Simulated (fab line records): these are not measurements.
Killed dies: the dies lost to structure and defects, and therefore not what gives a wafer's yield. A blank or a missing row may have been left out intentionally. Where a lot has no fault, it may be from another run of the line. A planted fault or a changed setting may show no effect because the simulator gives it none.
Chamber matching || flow nand-harc || rie-diel-13 running NHARC_A_CONTACT_DESCUM_74: 4 sister chambers
The step chemistry O2, time 3 s. 4 wafers are shown with their chamber, then 8 later ones without.

## WAFERS PAIRED WITH THEIR CHAMBERS
{"wafer": "L077.5", "chamber": 2, "drypump-motor-current-A (A)": 5.64}
{"wafer": "L087.2", "chamber": 0, "drypump-motor-current-A (A)": 5.31}
{"wafer": "L087.5", "chamber": 1, "drypump-motor-current-A (A)": 5.55}
{"wafer": "L087.1", "chamber": 3, "drypump-motor-current-A (A)": 5.69}

## WAFERS WITHOUT THEIR CHAMBER
{"wafer": "L087.3", "drypump-motor-current-A (A)": 5.62}
{"wafer": "L087.6", "drypump-motor-current-A (A)": 5.59}
{"wafer": "L096.1", "drypump-motor-current-A (A)": 5.63}
{"wafer": "L096.3", "drypump-motor-current-A (A)": 5.31}
{"wafer": "L096.4", "drypump-motor-current-A (A)": 5.52}
{"wafer": "L097.1", "drypump-motor-current-A (A)": 5.34}
{"wafer": "L097.2", "drypump-motor-current-A (A)": 5.70}
{"wafer": "L097.5", "drypump-motor-current-A (A)": 5.54}

## EACH ONE'S CHAMBER
{"wafer": "L087.3", "from the rows above": 2, "in truth": 2}
{"wafer": "L087.6", "from the rows above": "can't be placed: 1 or 2", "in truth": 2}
{"wafer": "L096.1", "from the rows above": 2, "in truth": 2}
{"wafer": "L096.3", "from the rows above": 0, "in truth": 0}
{"wafer": "L096.4", "from the rows above": 1, "in truth": 1}
{"wafer": "L097.1", "from the rows above": 0, "in truth": 0}
{"wafer": "L097.2", "from the rows above": 3, "in truth": 3}
{"wafer": "L097.5", "from the rows above": 1, "in truth": 1}
Correctly placed: 7 of 8. Not placeable from these rows: 1 (in 1, the candidates include the true chamber). Number placed wrongly: 0.
How it was worked out, from the rows above alone: a wafer's distance from a chamber is the root of the sum, over the readings, of the square of ((its reading less the chamber's mean) divided by the reading's scatter). If the next closest chamber is less than 2 further off than the closest, the wafer can't be placed; otherwise it belongs to the closest. The mean given for a chamber averages the wafers shown for that chamber. The scatter: root of mean squared gap, hidden wafer to nearest shown wafer, with one shown wafer a chamber.
